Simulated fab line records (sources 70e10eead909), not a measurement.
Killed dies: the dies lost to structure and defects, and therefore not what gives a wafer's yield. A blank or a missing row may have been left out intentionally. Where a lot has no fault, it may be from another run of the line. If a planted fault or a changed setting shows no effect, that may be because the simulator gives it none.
Chamber matching || flow nandHarc || NHARC_THIN_TSV_DESCUM_35 on rieDiel-08: 4 sister chambers
The step chemistry O2, time 3 s. 14 wafers are shown with their chamber, then 7 later ones without.

## WAFERS PAIRED WITH THEIR CHAMBERS
{"wafer": "L600.1", "chamber": 0, "drypumpMotorCurrentA (A)": 5.4, "oesProductAu (a.u.)": 1.010, "rfVppV (V)": 57.7}
{"wafer": "L600.3", "chamber": 1, "drypumpMotorCurrentA (A)": 5.4, "oesProductAu (a.u.)": 0.998, "rfVppV (V)": 58.6}
{"wafer": "L600.4", "chamber": 3, "drypumpMotorCurrentA (A)": 5.7, "oesProductAu (a.u.)": 0.992, "rfVppV (V)": 57.6}
{"wafer": "L601.2", "chamber": 0, "drypumpMotorCurrentA (A)": 5.5, "oesProductAu (a.u.)": 1.016, "rfVppV (V)": 57.3}
{"wafer": "L601.4", "chamber": 2, "drypumpMotorCurrentA (A)": 6.1, "oesProductAu (a.u.)": 0.999, "rfVppV (V)": 56.5}
{"wafer": "L601.5", "chamber": 3, "drypumpMotorCurrentA (A)": 5.7, "oesProductAu (a.u.)": 0.985, "rfVppV (V)": 58.2}
{"wafer": "L605.2", "chamber": 3, "drypumpMotorCurrentA (A)": 5.7, "oesProductAu (a.u.)": 0.983, "rfVppV (V)": 59.2}
{"wafer": "L605.5", "chamber": 2, "drypumpMotorCurrentA (A)": 6.1, "oesProductAu (a.u.)": 0.995, "rfVppV (V)": 57.8}
{"wafer": "L605.6", "chamber": 0, "drypumpMotorCurrentA (A)": 5.5, "oesProductAu (a.u.)": 0.996, "rfVppV (V)": 57.5}
{"wafer": "L604.1", "chamber": 3, "drypumpMotorCurrentA (A)": 5.7, "oesProductAu (a.u.)": 0.989, "rfVppV (V)": 57.3}
{"wafer": "L604.2", "chamber": 2, "drypumpMotorCurrentA (A)": 6.1, "oesProductAu (a.u.)": 1.016, "rfVppV (V)": 58.0}
{"wafer": "L604.3", "chamber": 0, "drypumpMotorCurrentA (A)": 5.5, "oesProductAu (a.u.)": 1.002, "rfVppV (V)": 59.4}
{"wafer": "L607.1", "chamber": 3, "drypumpMotorCurrentA (A)": 5.7, "oesProductAu (a.u.)": 0.982, "rfVppV (V)": 57.8}
{"wafer": "L607.3", "chamber": 2, "drypumpMotorCurrentA (A)": 6.1, "oesProductAu (a.u.)": 0.999, "rfVppV (V)": 59.1}

SIGNATURES (means of the wafers above)
{"reading": "drypumpMotorCurrentA", "chamber 0": 5.475, "chamber 1": 5.400, "chamber 2": 6.100, "chamber 3": 5.700, "scatter within a chamber": 0.0274}
{"reading": "oesProductAu", "chamber 0": 1.00600, "chamber 1": 0.99800, "chamber 2": 1.00225, "chamber 3": 0.98620, "scatter within a chamber": 0.00752}
{"reading": "rfVppV", "chamber 0": 57.975, "chamber 1": 58.600, "chamber 2": 57.850, "chamber 3": 58.020, "scatter within a chamber": 0.915}
Rule: a wafer lies at a distance from a chamber equal to the root of the sum of squares, over the readings, of (its reading less the chamber's mean, divided by the reading's scatter). The wafer belongs to the nearest chamber; if the next one is less than 2 further off, it can't be placed. How the scatter is found: for the shown wafers, subtract from each reading the mean of its chamber, square and add these, divide the total by (wafers less chambers), then take the root.

## WAFERS WITH NO CHAMBER GIVEN
{"wafer": "L607.5", "drypumpMotorCurrentA (A)": 5.5, "oesProductAu (a.u.)": 0.998, "rfVppV (V)": 58.0}
{"wafer": "L616.2", "drypumpMotorCurrentA (A)": 5.5, "oesProductAu (a.u.)": 0.998, "rfVppV (V)": 57.9}
{"wafer": "L616.4", "drypumpMotorCurrentA (A)": 6.1, "oesProductAu (a.u.)": 1.004, "rfVppV (V)": 58.3}
{"wafer": "L616.6", "drypumpMotorCurrentA (A)": 5.5, "oesProductAu (a.u.)": 0.986, "rfVppV (V)": 57.3}
{"wafer": "L617.2", "drypumpMotorCurrentA (A)": 6.1, "oesProductAu (a.u.)": 1.017, "rfVppV (V)": 57.8}
{"wafer": "L617.3", "drypumpMotorCurrentA (A)": 5.4, "oesProductAu (a.u.)": 0.982, "rfVppV (V)": 57.7}
{"wafer": "L617.5", "drypumpMotorCurrentA (A)": 6.1, "oesProductAu (a.u.)": 1.005, "rfVppV (V)": 57.8}

## WHICH CHAMBER EACH WENT THROUGH
{"wafer": "L607.5", "from the rows above": 0, "in truth": 0}
{"wafer": "L616.2", "from the rows above": 0, "in truth": 0}
{"wafer": "L616.4", "from the rows above": 2, "in truth": 2}
{"wafer": "L616.6", "from the rows above": "can't be placed: 0 or 1", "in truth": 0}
{"wafer": "L617.2", "from the rows above": 2, "in truth": 2}
{"wafer": "L617.3", "from the rows above": "can't be placed: 1 or 0", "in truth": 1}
{"wafer": "L617.5", "from the rows above": 2, "in truth": 2}
Correct placement for 5 of the 7. Not placeable from these rows: 2 (in 2, the candidates include the true chamber). 0 placed wrongly.
